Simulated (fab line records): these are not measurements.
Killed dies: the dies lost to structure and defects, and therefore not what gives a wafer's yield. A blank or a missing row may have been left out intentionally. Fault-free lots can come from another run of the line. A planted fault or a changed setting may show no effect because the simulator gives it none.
Comparing a struck lot with a sound one / flow n5_finfet / 15 out of 1938 route steps
Sound: these wafers, L860.1, L860.2, L860.4. Struck: wafer L854.3. (L854.4 of the same lot was not struck and is left out.) The cause comes at the end.
For every step that has rows: the tool of each side, followed by ch and its chambers, followed by its first start. Under that, the readings that differ: sound wafers / struck wafers / difference of the means / sigmas: that difference in standard deviations of wafers without a fault.
alike: same words and numbers on both sides, and readings whose means sit less than 2 such deviations apart. not compared: any withheld reading, any reading some wafer has no value for, any bound like >300 that may hide the same value, and any number with overlapping values for which the record gives no deviation.
A row with sigmas, a row that says differs or no value, or rows on one side alone: a step with any of these is where the two part. Non-overlapping numbers with no deviation appear without sigmas and do not part them. Lack of a reading on every wafer of one side parts them only where that side has two or more wafers.

N5_FIN_CUT_INSPECT_10: inspects for defects (brightfield).
  sound: defect_inspect-02 at day 6 20:32; struck: defect_inspect-01 at day 5 11:19
  alike: raw_defect_count
N5_FIN_CUT_DESCUM_13: chemistry O2, time 7 s.
  sound on rie_diel-03 ch 0,1,2, day 6 20:35; struck on rie_diel-03 ch 3, day 5 11:20
reading=rf_hours_counter_h (h); sound=158 187 124; struck=201; difference=+45; sigmas=
  alike: drypump_motor_current_A, o2_flow_sccm, oes_product_au, rf_vpp_V, showerhead_plenum_p_Torr, throttle_valve_pct
then, 1 step without rows for these wafers: N5_FIN_CUT_ETCH_30 (etches underlayer in N2/H2, target depth 13 nm, time 10.4 s).
N5_FIN_CUT_ETCH_20: etches SiARC in CF4, target depth 26 nm, time 43.3 s.
  sound on rie_diel-03 ch 0,1,2, day 6 20:38; struck on rie_diel-03 ch 3, day 5 11:24
reading=rf_hours_counter_h (h); sound=159 187 124; struck=201; difference=+44; sigmas=
  alike: drypump_motor_current_A, etch_rf_on_time_s, oes_product_au, rf_vpp_V, showerhead_plenum_p_Torr, throttle_valve_pct
then, 5 steps without rows for these wafers: N5_FIN_CUT_ETCH_21 (etches SOC in N2/H2, target depth 219 nm, overetch 43.8 nm, time 523.5 s); N5_FIN_CUT_STRIP_23 (strips in N2/H2); N5_FIN_CUT_STRIP_31 (strips in N2/H2); N5_FIN_CUT_STRIP_24 (strips in CF4); N5_FIN_CUT_CUT_ETCH_26 (etches SiNx in CH3F/O2, target depth 39 nm, time 55.7 s).
N5_FIN_CUT_CUT_ETCH_27: etches SiO2 in CHF3/O2, target depth 4 nm, overetch 2 nm, time 4.9 s.
  sound on rie_diel-03 ch 0,1,2, day 6 21:04; struck on rie_diel-03 ch 3, day 5 11:49
reading=rf_hours_counter_h (h); sound=159 187 124; struck=201; difference=+44; sigmas=
  alike: drypump_motor_current_A, oes_product_au, rf_vpp_V, showerhead_plenum_p_Torr, throttle_valve_pct
then, 1 step without rows for these wafers: N5_FIN_CUT_PRECLEAN_35 (cleans in vHF, time 13.3 s).
N5_FIN_CUT_CUT_ETCH_15: etches Si in HBr/Cl2/O2, target depth 100 nm, bt time 10 s, time 42.4 s.
  sound on rie_si-04 ch 0,2,3, day 6 21:13; struck on rie_si-03 ch 1, day 5 11:58
  alike: drypump_motor_current_A, oes_product_au, throttle_valve_pct
  not compared: rf_hours_counter_h
N5_FIN_CUT_CUT_ETCH_28: etches Si in HBr/Cl2/O2, target depth 6 nm, time 2.4 s.
  sound on rie_si-04 ch 0,2,3, day 6 21:16; struck on rie_si-03 ch 1, day 5 12:02
reading=model.etch.depth_nm (nm); sound=6.121 6.027 6.042; struck=5.077; difference=-0.986; sigmas=
  alike: drypump_motor_current_A, oes_product_au, throttle_valve_pct
  not compared: rf_hours_counter_h
N5_FIN_CUT_STRIP_22: strips in N2/H2.
  sound on rie_diel-01 ch 0,1,2, day 6 21:20; struck on rie_diel-06 ch 0, day 5 12:05
reading=oes_product_au (a.u.); sound=0.84 0.72 0.72; struck=0.92; difference=+0.16; sigmas=+2
reading=rf_hours_counter_h (h); sound=63 200 199; struck=31; difference=-123; sigmas=
  alike: drypump_motor_current_A, power_w, rf_vpp_V, showerhead_plenum_p_Torr, throttle_valve_pct
-- a jump in the record: the struck wafers' starts before and after are 7 days apart (it breaks off in module FIN_CUT and resumes in module BEOL_M4, where the first step shown is number 1111 of the route) --
N5_BEOL_M4_RC_MEAS_101:
  sound on prober-01 ch 0, day 13 17:16; struck on prober-02 ch 0, day 12 11:11
reading=ION_N (uA/um); sound=675 682 676; struck=659; difference=-19; sigmas=-2
  alike: DIBL_N, DIBL_P, IOFF_N, IOFF_P, ION_P, SS_N, SS_P, VT_N, VT_P

WHERE THEY PART
Last at N5_BEOL_M4_RC_MEAS_101 as far as this record goes, first at N5_FIN_CUT_STRIP_22.

WHY: what the simulator had put in
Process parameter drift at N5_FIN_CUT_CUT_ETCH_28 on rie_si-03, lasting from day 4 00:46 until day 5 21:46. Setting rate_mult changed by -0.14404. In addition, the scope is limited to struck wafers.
